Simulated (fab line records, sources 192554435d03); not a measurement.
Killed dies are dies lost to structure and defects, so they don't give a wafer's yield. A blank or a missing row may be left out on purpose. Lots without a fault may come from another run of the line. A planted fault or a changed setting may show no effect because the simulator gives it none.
fab line records | flow n5_finfet
record lots=7 wafers=21
route steps=1938 shown BEOL_M2@873 BEOL_M3@969 BEOL_M5@1140 BEOL_M6@1198 BEOL_M7@1287 BEOL_M8@1349
start_h: hours from the record's first day to the start of the lot's first wafer shown | wait_h: hours since the lot's step before | " the same as in the row above | L1.1+2: a row that stands for several wafers | - no value, or no start given | * or withheld: withheld | < > ~ a bound
route shown NAME@n: a module of which the file shows steps, and the number in the route of the first | usual: mean/standard deviation of fault-free wafers | same: alike in all rows | chamber/n: place in a boat | sites: the reading at each site | _std_site: their standard deviation | _edge_site: outer sites' mean less inner sites' | radius_mm: how far each site lies from the wafer's centre | mask NAME#n: copy n | behind: the tool/chamber that last shaped the wafer | hold: why the lot was held/for how many hours/how that ended | device: the transistor (n, p or np) that didn't switch | end of line: the same wafers' tests at the end of the route | a step without rows: its recipe alone | killed: dies lost to structure and defects at the first sort, not the wafer's yield | map: a wafer's dies, x killed, . not, _ none there
set.NAME: the setting as run; set.NAME@STEP: as run at that earlier step | model.NAME: the simulator's own value behind a step, which no gauge read
lots whose settings were changed on purpose; a table a step, a row a wafer
## steps
# step N5_BEOL_M2_EXPOSE_25
# recipe mask_id=V1 na=0.33 source_shape=quasar sigma_inner=0.2 sigma_outer=0.8 polarization=unpolarized defocus_nm=5 dose_mj=63
# columns lot.wafer tool chamber start_h wait_h mask set.dose_mj
L075.1+2+3 euv_scanner-02 0 145.56 - V1#0 63
L076.1+4+5 euv_scanner-02 0 167.30 - V1#0 63
L085.1+3+6 euv_scanner-01 0 246.62 - V1#0 63
L087.1+2+3 euv_scanner-02 0 254.19 - V1#0 63
L089.4+5+6 euv_scanner-02 0 281.92 - V1#0 63
L090.1+2+5 euv_scanner-02 0 285.13 - V1#0 63
L091.3+4 euv_scanner-02 0 288.13 - V1#0 58.5
L091.5 " 0 " " V1#0 63
# step N5_BEOL_M2_PEB_26
# recipe peb_temp_c=100 peb_time_s=60 resist=CAR-EUV
# step N5_BEOL_M2_DEVELOP_27
# recipe develop_time_s=30 developer=TMAH resist=CAR-EUV rinse_liquid=surfactant_rinse dry=air_spin dev_temp_c=23
# columns lot.wafer tool chamber start_h wait_h set.spin_rpm@BEOL_M2_COAT_22 model.CAR-EUV_of_BEOL_M2_COAT_22.thk_nm
L075.1 litho_track-01 0 - - 1500 29.8
L075.2+3 " 0 " " 1500 29.6
L076.1+4 litho_track-04 0 - - 1500 29.6
L076.5 " 0 " " 1500 29.4
L085.1+6 litho_track-03 0 - - 1394 30.4
L085.3 " 0 " " 1500 29.4
L087.1+2+3 litho_track-04 0 - - 1500 29.4
L089.4 litho_track-04 0 - - 1500 29.4
L089.5+6 " 0 " " 1500 29.6
L090.1+5 litho_track-01 0 - - 1500 29.4
L090.2 " 0 " " 1446 30
L091.3+5 litho_track-04 0 - - 1500 29.4
L091.4 " 0 " " 1573 28.6
# step N5_BEOL_M3_DESCUM_33
# recipe chemistry=O2 time_s=7 source_power_w=50 bias_power_w=20 pressure_mtorr=20 rf_frequency_hz=2.712e+07 temp_c=40 resist=CAR-EUV o2_flow_sccm=225
# columns lot.wafer tool chamber start_h wait_h set.time_s model.CAR-EUV_of_BEOL_M3_COAT_22.thk_nm
L075.1+2+3 rie_diel-03 1,3,2 172.65 2.4 5.702 26.8
L076.1+4+5 rie_diel-02 2,3,0 215.03 2.0 7 26.2
L085.1 rie_diel-05 0 262.57 0.0 7.426 26
L085.3 " 2 " " 7 26
L085.6 " 1 " " 7 26.2
L087.1 rie_diel-05 3 263.79 0.0 7 26
L087.2 " 1 " " 6.509 26.4
L087.3 " 2 " " 7 26.2
L089.4+6 rie_diel-03 2,1 292.13 0.0 7 26.2
L089.5 " 2 " " 5.671 26.8
L090.1 rie_diel-03 1 296.37 0.2 7 26.2
L090.2+5 " 0,3 " " 5.961 26.6
L091.3 rie_diel-05 3 298.58 0.0 6.372 26.2
L091.4+5 " 0 " " 7 26
# step N5_BEOL_M3_VIA_ETCH_34
# recipe chemistry=C4F6/O2 target_depth_a=694 mask_material=SOC pressure_mtorr=15 ion_energy_ev=250 taper_deg=4 time_s=65.9 source_w=350 bias_w=170 Ar_flow_sccm=300 C4F6_flow_sccm=10 O2_flow_sccm=10
# usual rf_vpp_V=665/5.7
# columns lot.wafer tool chamber start_h wait_h set.bias_w rf_vpp_V model.etch.depth_nm
L075.1 rie_diel-03 1 182.05 0.0 170 661 68.81
L075.2 " 3 " " 141.4 579 63.97
L075.3 " 2 " " 170 667 68.62
L076.1 rie_diel-05 3 224.61 0.0 170 671 69.08
L076.4 " 2 " " 170 668 69.93
L076.5 " 0 " " 170 664 68.3
L085.1 rie_diel-03 2 273.04 0.0 145.6 590 65.26
L085.3 " 0 " " 170 668 68.91
L085.6 " 1 " " 170 661 68.72
L087.1 rie_diel-05 3 276.54 0.0 170 671 69.42
L087.2 " 2 " " 170 667 70.03
L087.3 " 0 " " 170 662 67.92
L089.4 rie_diel-05 1 292.72 0.0 170 671 69.62
L089.5 " 0 " " 170 662 67.03
L089.6 " 1 " " 195.4 749 72.74
L090.1 rie_diel-03 3 304.05 0.0 170 670 68.96
L090.2 " 0 " " 141.6 577 65.86
L090.5 " 3 " " 141.6 579 65.32
L091.3 rie_diel-02 2 304.87 0.0 170 665 70.97
L091.4 " 1 " " 170 658 68.86
L091.5 " 2 " " 184.9 710 72.38
# step N5_BEOL_M5_COAT_66
# recipe resist=SiARC temp_c=220 time_s=60 spin_rpm=1500 resist_thk_nm=12
# columns lot.wafer tool chamber start_h wait_h set.spin_rpm model.SiARC_of_BEOL_M5_COAT_66.thk_nm
L075.1+2+3 litho_track-03 0 - - 1500 12
L076.1+4+5 litho_track-03 0 - - 1500 12
L085.1+3 litho_track-01 0 - - 1579 11.6
L085.6 " 0 " " 1500 12
L087.1 litho_track-01 0 - - 1618 11.6
L087.2+3 " 0 " " 1500 12
L089.4+5+6 litho_track-02 0 - - 1500 12
L090.1+5 litho_track-01 0 - - 1415 12.2
L090.2 " 0 " " 1500 12
L091.3+4 litho_track-03 0 - - 1558 11.8
L091.5 " 0 " " 1500 12
# step N5_BEOL_M5_COAT_74
# recipe resist=underlayer temp_c=205 time_s=60 spin_rpm=1500 resist_thk_nm=5
# columns lot.wafer tool chamber start_h wait_h set.temp_c
L075.1 litho_track-03 0 - - 205
L075.2+3 " 0 " " 209.3
L076.1+4+5 litho_track-03 0 - - 205
L085.1+3+6 litho_track-01 0 - - 205
L087.1+2 litho_track-01 0 - - 205
L087.3 " 0 " " 199.6
L089.4 litho_track-02 0 - - 202.4
L089.5+6 " 0 " " 205
L090.1+2 litho_track-01 0 - - 208.5
L090.5 " 0 " " 205
L091.3+5 litho_track-03 0 - - 208.1
L091.4 " 0 " " 205
# step N5_BEOL_M5_COAT_22
# recipe resist=CAR-EUV spin_rpm=1500 resist_thk_nm=30
# step N5_BEOL_M5_EBR_24
# recipe solvent=PGMEA ebr_width_mm=1.5
# step N5_BEOL_M5_DESCUM_33
# recipe chemistry=O2 time_s=7 source_power_w=50 bias_power_w=20 pressure_mtorr=20 rf_frequency_hz=2.712e+07 temp_c=40 resist=CAR-EUV o2_flow_sccm=225
# step N5_BEOL_M5_ETCH_75
# recipe chemistry=N2/H2 target=underlayer target_depth_a=65 mask_material=CAR-EUV time_s=5.2 ion_energy_ev=200 pressure_mtorr=30 source_w=840 bias_w=150 n2_flow_sccm=200 h2_flow_sccm=200 ends=cleared
# step N5_BEOL_M5_ETCH_67
# recipe chemistry=CF4 target=SiARC target_depth_a=156 mask_material=CAR-EUV time_s=26 ion_energy_ev=80 pressure_mtorr=40 source_w=545 bias_w=36 Ar_flow_sccm=100 cf4_flow_sccm=100 ends=cleared
# columns lot.wafer tool chamber start_h wait_h set.spin_rpm@BEOL_M5_COAT_66 model.etch.depth_nm
L075.1 rie_diel-03 3 231.61 0.0 1500 12.04
L075.2 " 2 " " 1500 11.98
L075.3 " 1 " " 1500 12.02
L076.1 rie_diel-03 2 246.31 0.0 1500 11.95
L076.4 " 1 " " 1500 11.98
L076.5 " 2 " " 1500 12.02
L085.1+3 rie_diel-02 1,3 292.09 0.0 1579 11.69
L085.6 " 0 " " 1500 12.01
L087.1 rie_diel-05 1 296.13 0.0 1618 11.53
L087.2 " 3 " " 1500 12
L087.3 " 2 " " 1500 11.98
L089.4 rie_diel-03 2 316.21 0.0 1500 11.97
L089.5 " 0 " " 1500 12.02
L089.6 " 3 " " 1500 11.99
L090.1 rie_diel-05 1 325.73 0.0 1415 12.26
L090.2 " 2 " " 1500 11.93
L090.5 " 2 " " 1415 12.3
L091.3 rie_diel-05 3 336.63 0.0 1558 11.77
L091.4 " 1 " " 1558 11.75
L091.5 " 3 " " 1500 12.02
# step N5_BEOL_M6_HM_DEP_02
# recipe material=TiN target_thk_a=200 temp_c=25 chamber_pressure_pa=0.49996
# columns lot.wafer tool chamber start_h wait_h set.target_thk_a model.TiN_of_BEOL_M6_HM_DEP_02.thk_nm
L075.1 pvd_sputter-02 - 240.66 1.4 200 19.6
L075.2+3 " - " " 200 19.8
L076.1+5 pvd_sputter-02 - 255.98 1.8 200 20
L076.4 " - " " 200 19.8
L085.1+3 pvd_sputter-01 - 302.96 2.3 215.1 21.4
L085.6 " - " " 200 20
L087.1 pvd_sputter-01 - 304.40 0.1 221.5 22
L087.2 " - " " 200 20
L087.3 " - " " 221.5 22.2
L089.4+5 pvd_sputter-01 - 326.43 0.9 200 20.4
L089.6 " - " " 200 20.2
L090.1 pvd_sputter-01 - 336.85 0.6 200 20.2
L090.2+5 " - " " 192.9 19.4
L091.3+4 pvd_sputter-01 - 347.41 0.4 200 20
L091.5 " - " " 200 19.6
# step N5_BEOL_M6_COAT_59
# recipe resist=SOC temp_c=250 time_s=60 spin_rpm=1500 resist_thk_nm=100
# step N5_BEOL_M6_COAT_60
# recipe resist=SiARC temp_c=220 time_s=60 spin_rpm=1500 resist_thk_nm=35
# step N5_BEOL_M6_STRIP_68
# recipe chemistry=N2/H2 temp_c=40 n2_flow_sccm=200 h2_flow_sccm=200 rf_frequency_hz=6e+07
# step N5_BEOL_M6_STRIP_67
# recipe chemistry=CF4 resist=SiARC power_w=300 bias_power_w=75 pressure_mtorr=50 cf4_flow_sccm=150 rf_frequency_hz=6e+07
# step N5_BEOL_M6_HM_OPEN_17
# recipe chemistry=Cl2/BCl3 target_depth_a=200 overetch_a=60 target=TiN mask_material=SOC ion_energy_ev=150 pressure_mtorr=10 icp_w=1000 bias_w=126 Cl2_flow_sccm=53.25 bcl3_flow_sccm=21.75 Ar_flow_sccm=25
# columns lot.wafer tool chamber start_h wait_h set.target_thk_a@BEOL_M6_HM_DEP_02 model.etch.depth_nm
L075.1 rie_metal-02 1 242.06 0.0 200 19.69
L075.2 " 0 " " 200 19.88
L075.3 " 1 " " 200 19.85
L076.1 rie_metal-01 0 257.36 0.0 200 19.95
L076.4 " 1 " " 200 19.85
L076.5 " 1 " " 200 20
L085.1 rie_metal-01 0 303.84 0.0 215.1 21.43
L085.3 " 1 " " 215.1 21.41
L085.6 " 0 " " 200 19.93
L087.1 rie_metal-03 0 305.26 0.0 221.5 21.9
L087.2 " 1 " " 200 20.03
L087.3 " 0 " " 221.5 22.14
L089.4 rie_metal-02 0 327.27 0.1 200 20.44
L089.5 " 1 " " 200 20.35
L089.6 " 0 " " 200 20.22
L090.1 rie_metal-01 1 337.59 0.0 200 20.26
L090.2 " 0 " " 192.9 19.34
L090.5 " 0 " " 192.9 19.36
L091.3 rie_metal-02 1 348.31 0.1 200 19.98
L091.4 " 0 " " 200 20
L091.5 " 1 " " 200 19.66
# step N5_BEOL_M6_STRIP_19
# recipe chemistry=O2 power_w=400 temp_c=40 pressure_mtorr=30 rf_frequency_hz=6e+07 bias_power_w=0 overash_fraction=0.2 o2_flow_sccm=225
# step N5_BEOL_M6_STRIP_76
# recipe chemistry=C4F6/O2 resist=SiARC rf_frequency_hz=6e+07
# step N5_BEOL_M6_STRIP_36
# recipe chemistry=N2/H2 power_w=450 temp_c=40 pressure_mtorr=20 rf_frequency_hz=6e+07 overash_fraction=0.3 bias_power_w=7 h2_frac=0.5 n2_flow_sccm=200 h2_flow_sccm=200
# step N5_BEOL_M6_TRENCH_ETCH_37
# recipe chemistry=C4F6/O2 target_depth_a=944.35 target=SiCOH_lowk time_s=31.5 ion_energy_ev=250 pressure_mtorr=30 source_w=345 bias_w=185 Ar_flow_sccm=300 C4F6_flow_sccm=10 O2_flow_sccm=10
# columns lot.wafer tool chamber start_h wait_h set.target_thk_a@BEOL_M6_HM_DEP_02 model.TiN_of_BEOL_M6_HM_DEP_02.thk_nm
L075.1 rie_diel-04 2 - - 200 17
L075.2+3 " 0,1 " " 200 17.2
L076.1+4 rie_diel-04 1,0 - - 200 17.2
L076.5 " 1 " " 200 17.4
L085.1+3 rie_diel-01 1,0 - - 215.1 18.8
L085.6 " 2 " " 200 17.2
L087.1 rie_diel-06 0 - - 221.5 19.2
L087.2 " 2 " " 200 17.4
L087.3 " 3 " " 221.5 19.4
L089.4 rie_diel-04 3 - - 200 17.8
L089.5+6 " 3,1 " " 200 17.6
L090.1 rie_diel-06 3 - - 200 17.6
L090.2+5 " 1 " " 192.9 16.6
L091.3 rie_diel-06 1 - - 200 17.2
L091.4 " 3 " " 200 17.4
L091.5 " 3 " " 200 17
# step N5_BEOL_M7_COAT_63
# recipe resist=SOC temp_c=250 time_s=60 spin_rpm=1500 resist_thk_nm=60
# columns lot.wafer tool chamber start_h wait_h set.spin_rpm model.SOC_of_BEOL_M7_COAT_63.thk_nm
L075.1+2 litho_track-04 0 251.73 1.7 1500 59.8
L075.3 " 0 " " 1500 60
L076.1+4+5 litho_track-03 0 267.76 1.4 1500 60
L085.1 litho_track-04 0 311.39 0.0 1500 59.8
L085.3+6 " 0 " " 1350 63.2
L087.1+2 litho_track-03 0 313.02 0.0 1500 59.8
L087.3 " 0 " " 1391 62.2
L089.4 litho_track-01 0 339.18 0.0 1500 60
L089.5 " 0 " " 1592 58.2
L089.6 " 0 " " 1592 58
L090.1+5 litho_track-03 0 349.05 0.3 1562 59.2
L090.2 " 0 " " 1500 60.4
L091.3 litho_track-04 0 359.68 1.8 1500 60.2
L091.4+5 " 0 " " 1500 60
# step N5_BEOL_M7_COAT_64
# recipe resist=SiARC temp_c=220 time_s=60 spin_rpm=1500 resist_thk_nm=12
# columns lot.wafer tool chamber start_h wait_h set.spin_rpm model.SiARC_of_BEOL_M7_COAT_64.thk_nm
L075.1 litho_track-04 0 - - 1500 12
L075.2+3 " 0 " " 1595 11.6
L076.1+4+5 litho_track-03 0 - - 1500 12
L085.1 litho_track-04 0 - - 1500 12
L085.3+6 " 0 " " 1418 12.4
L087.1+3 litho_track-03 0 - - 1604 11.6
L087.2 " 0 " " 1500 12
L089.4+6 litho_track-01 0 - - 1644 11.4
L089.5 " 0 " " 1500 12
L090.1+2+5 litho_track-03 0 - - 1500 12
L091.3+4+5 litho_track-04 0 - - 1619 11.6
# step N5_BEOL_M7_COAT_71
# recipe resist=underlayer temp_c=205 time_s=60 spin_rpm=1500 resist_thk_nm=5
# step N5_BEOL_M7_COAT_22
# recipe resist=CAR-EUV spin_rpm=1500 resist_thk_nm=30
# step N5_BEOL_M7_DESCUM_33
# recipe chemistry=O2 time_s=7 source_power_w=50 bias_power_w=20 pressure_mtorr=20 rf_frequency_hz=2.712e+07 temp_c=40 resist=CAR-EUV o2_flow_sccm=225
# step N5_BEOL_M7_ETCH_72
# recipe chemistry=N2/H2 target=underlayer target_depth_a=65 mask_material=CAR-EUV time_s=5.2 ion_energy_ev=200 pressure_mtorr=30 source_w=840 bias_w=150 n2_flow_sccm=200 h2_flow_sccm=200 ends=cleared
# step N5_BEOL_M7_ETCH_65
# recipe chemistry=CF4 target=SiARC target_depth_a=156 mask_material=CAR-EUV time_s=26 ion_energy_ev=80 pressure_mtorr=40 source_w=545 bias_w=36 Ar_flow_sccm=100 cf4_flow_sccm=100 ends=cleared
# columns lot.wafer tool chamber start_h wait_h set.spin_rpm@BEOL_M7_COAT_64 model.etch.depth_nm model.CAR-EUV_of_BEOL_M7_COAT_22.thk_nm
L075.1 rie_diel-02 1 252.63 0.0 1500 12.02 11
L075.2 " 0 " " 1595 11.63 11.4
L075.3 " 2 " " 1595 11.64 11.6
L076.1 rie_diel-03 3 268.26 0.0 1500 12 11
L076.4 " 1 " " 1500 12.03 11
L076.5 " 1 " " 1500 12.02 11
L085.1 rie_diel-05 2 312.13 0.0 1500 12.02 11.2
L085.3 " 3 " " 1418 12.39 10.8
L085.6 " 0 " " 1418 12.37 11
L087.1 rie_diel-03 0 313.74 0.0 1604 11.54 11.4
L087.2 " 2 " " 1500 11.95 11.2
L087.3 " 3 " " 1604 11.58 11.4
L089.4 rie_diel-05 1 339.90 0.0 1644 11.42 11.6
L089.5 " 3 " " 1500 11.97 11
L089.6 " 2 " " 1644 11.4 11.6
L090.1 rie_diel-05 1 351.50 0.0 1500 12.04 11
L090.2 " 0 " " 1500 12.02 11
L090.5 " 3 " " 1500 12 11
L091.3 rie_diel-05 2 360.28 0.0 1619 11.51 11.6
L091.4 " 1 " " 1619 11.56 11.4
L091.5 " 3 " " 1619 11.53 11.6
# step N5_BEOL_M7_ETCH_66
# recipe chemistry=N2/H2 target=SOC target_depth_a=800 overetch_a=160 mask_material=SiARC temp_c=40 time_s=120 ion_energy_ev=200 pressure_mtorr=30 source_w=840 bias_w=150 n2_flow_sccm=200 h2_flow_sccm=200
# columns lot.wafer tool chamber start_h wait_h set.spin_rpm@BEOL_M7_COAT_63 model.etch.depth_nm
L075.1 rie_diel-02 1 252.66 0.0 1500 59.83
L075.2 " 0 " " 1500 59.9
L075.3 " 2 " " 1500 59.93
L076.1 rie_diel-03 3 268.29 0.0 1500 60.04
L076.4 " 1 " " 1500 59.92
L076.5 " 1 " " 1500 60.05
L085.1 rie_diel-05 2 312.16 0.0 1500 59.87
L085.3 " 3 " " 1350 63.24
L085.6 " 0 " " 1350 63.2
L087.1 rie_diel-03 0 313.77 0.0 1500 59.75
L087.2 " 2 " " 1500 59.85
L087.3 " 3 " " 1391 62.2
L089.4 rie_diel-05 1 339.96 0.0 1500 59.98
L089.5 " 3 " " 1592 58.16
L089.6 " 2 " " 1592 58.05
L090.1 rie_diel-05 1 351.53 0.0 1562 59.15
L090.2 " 0 " " 1500 60.42
L090.5 " 3 " " 1562 59.24
L091.3 rie_diel-05 2 360.31 0.0 1500 60.12
L091.4 " 1 " " 1500 60.08
L091.5 " 3 " " 1500 59.98
# step N5_BEOL_M8_ETCH_61
# recipe chemistry=CF4 target=SiARC target_depth_a=455 mask_material=CAR-ArF time_s=75.8 ion_energy_ev=80 pressure_mtorr=40 source_w=545 bias_w=36 Ar_flow_sccm=100 cf4_flow_sccm=100 ends=cleared
# usual etch_rf_on_time_s=75.6/0.88 rf_vpp_V=184.4/1.1
# columns lot.wafer tool chamber start_h wait_h set.bias_w etch_rf_on_time_s rf_vpp_V
L075.1 rie_diel-06 1 261.36 0.0 41 72.0 199.9
L075.2 " 2 " " 36 74.7 184.3
L075.3 " 3 " " 41 71.5 200.2
L076.1 rie_diel-06 1 272.98 0.0 36 75.9 185.4
L076.4 " 3 " " 36 75.9 183.8
L076.5 " 0 " " 36 75.6 184.8
L085.1 rie_diel-04 3 317.68 0.0 36 76.6 184.7
L085.3 " 0 " " 33.01 77.8 176.0
L085.6 " 1 " " 36 77.5 184.6
L087.1 rie_diel-06 3 320.18 0.0 36 74.9 183.0
L087.2 " 1 " " 36 74.8 186.9
L087.3 " 2 " " 42.34 71.5 206.3
L089.4 rie_diel-04 2 347.61 0.0 36 75.5 184.8
L089.5 " 3 " " 36 76.5 183.8
L089.6 " 1 " " 36 77.0 183.7
L090.1 rie_diel-01 3 358.00 0.0 40.88 73.1 199.7
L090.2 " 2 " " 36 75.2 182.6
L090.5 " 3 " " 36 76.6 182.8
L091.3 rie_diel-01 2 364.99 0.0 36 75.8 183.1
L091.4 " 0 " " 36 76.6 186.5
L091.5 " 1 " " 36 75.6 184.9
# step N5_BEOL_M8_TRENCH_ETCH_37
# recipe chemistry=C4F6/O2 target_depth_a=934.78 target=SiCOH_lowk time_s=31.2 ion_energy_ev=250 pressure_mtorr=30 source_w=345 bias_w=185 Ar_flow_sccm=300 C4F6_flow_sccm=10 O2_flow_sccm=10
# usual rf_vpp_V=667/7.8
# columns lot.wafer tool chamber start_h wait_h set.bias_w rf_vpp_V
L075.1 rie_diel-04 1 - - 185 656
L075.2 " 0 " " 185 663
L075.3 " 2 " " 185 674
L076.1 rie_diel-01 0 - - 185 676
L076.4 " 1 " " 185 665
L076.5 " 2 " " 185 661
L085.1 rie_diel-01 1 - - 185 667
L085.3 " 3 " " 185 669
L085.6 " 3 " " 185 669
L087.1 rie_diel-01 3 - - 185 669
L087.2 " 1 " " 185 665
L087.3 " 2 " " 200.2 704
L089.4 rie_diel-04 2 - - 152.4 576
L089.5 " 2 " " 185 671
L089.6 " 3 " " 185 677
L090.1 rie_diel-06 3 - - 185 661
L090.2 " 0 " " 207.1 713
L090.5 " 1 " " 207.1 741
L091.3 rie_diel-06 2 - - 205.1 729
L091.4 " 3 " " 185 661
L091.5 " 2 " " 185 672
## key
split step=N5_BEOL_M2_EXPOSE_25 setting=dose_mj stated=63 by=wafer
response none clear
split step=N5_BEOL_M3_DESCUM_33 setting=time_s stated=7 by=wafer
response step=N5_BEOL_M3_DESCUM_33 reading=model.CAR-EUV_of_BEOL_M3_COAT_22.thk_nm change=-0.0292 per=1% r=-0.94
split step=N5_BEOL_M3_VIA_ETCH_34 setting=bias_w stated=170 by=wafer
response step=N5_BEOL_M3_VIA_ETCH_34 reading=rf_vpp_V change=+5.32 per=1% r=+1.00
response step=N5_BEOL_M3_VIA_ETCH_34 reading=model.etch.depth_nm change=+0.257 per=1% r=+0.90
split step=N5_BEOL_M5_COAT_66 setting=spin_rpm stated=1500 by=wafer
response step=N5_BEOL_M5_COAT_66 reading=model.SiARC_of_BEOL_M5_COAT_66.thk_nm change=-0.0524 per=1% r=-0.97
response step=N5_BEOL_M5_ETCH_67 reading=model.etch.depth_nm change=-0.0609 per=1% r=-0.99
split step=N5_BEOL_M5_COAT_74 setting=temp_c stated=205 by=wafer
response none clear
split step=N5_BEOL_M6_HM_DEP_02 setting=target_thk_a stated=200 by=wafer
response step=N5_BEOL_M6_HM_DEP_02 reading=model.TiN_of_BEOL_M6_HM_DEP_02.thk_nm change=+0.194 per=1% r=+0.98
response step=N5_BEOL_M6_HM_OPEN_17 reading=model.etch.depth_nm change=+0.194 per=1% r=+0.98
response step=N5_BEOL_M6_TRENCH_ETCH_37 reading=model.TiN_of_BEOL_M6_HM_DEP_02.thk_nm change=+0.195 per=1% r=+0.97
split step=N5_BEOL_M7_COAT_63 setting=spin_rpm stated=1500 by=wafer
response step=N5_BEOL_M7_COAT_63 reading=model.SOC_of_BEOL_M7_COAT_63.thk_nm change=-0.328 per=1% r=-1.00
response step=N5_BEOL_M7_ETCH_66 reading=model.etch.depth_nm change=-0.326 per=1% r=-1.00
split step=N5_BEOL_M7_COAT_64 setting=spin_rpm stated=1500 by=wafer
response step=N5_BEOL_M7_COAT_64 reading=model.SiARC_of_BEOL_M7_COAT_64.thk_nm change=-0.063 per=1% r=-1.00
response step=N5_BEOL_M7_ETCH_65 reading=model.etch.depth_nm change=-0.0595 per=1% r=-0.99
response step=N5_BEOL_M7_ETCH_65 reading=model.CAR-EUV_of_BEOL_M7_COAT_22.thk_nm change=+0.0569 per=1% r=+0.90
split step=N5_BEOL_M8_ETCH_61 setting=bias_w stated=36 by=wafer
response step=N5_BEOL_M8_ETCH_61 reading=etch_rf_on_time_s change=* per=1% r=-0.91
response step=N5_BEOL_M8_ETCH_61 reading=rf_vpp_V change=+1.19 per=1% r=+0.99
split step=N5_BEOL_M8_TRENCH_ETCH_37 setting=bias_w stated=185 by=wafer
response step=N5_BEOL_M8_TRENCH_ETCH_37 reading=rf_vpp_V change=+5.47 per=1% r=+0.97
split outside_this_file step=N5_BEOL_M2_COAT_22 setting=spin_rpm
# split outside_this_file: this setting was split too, and the file shows its column; the key of that split is in another file
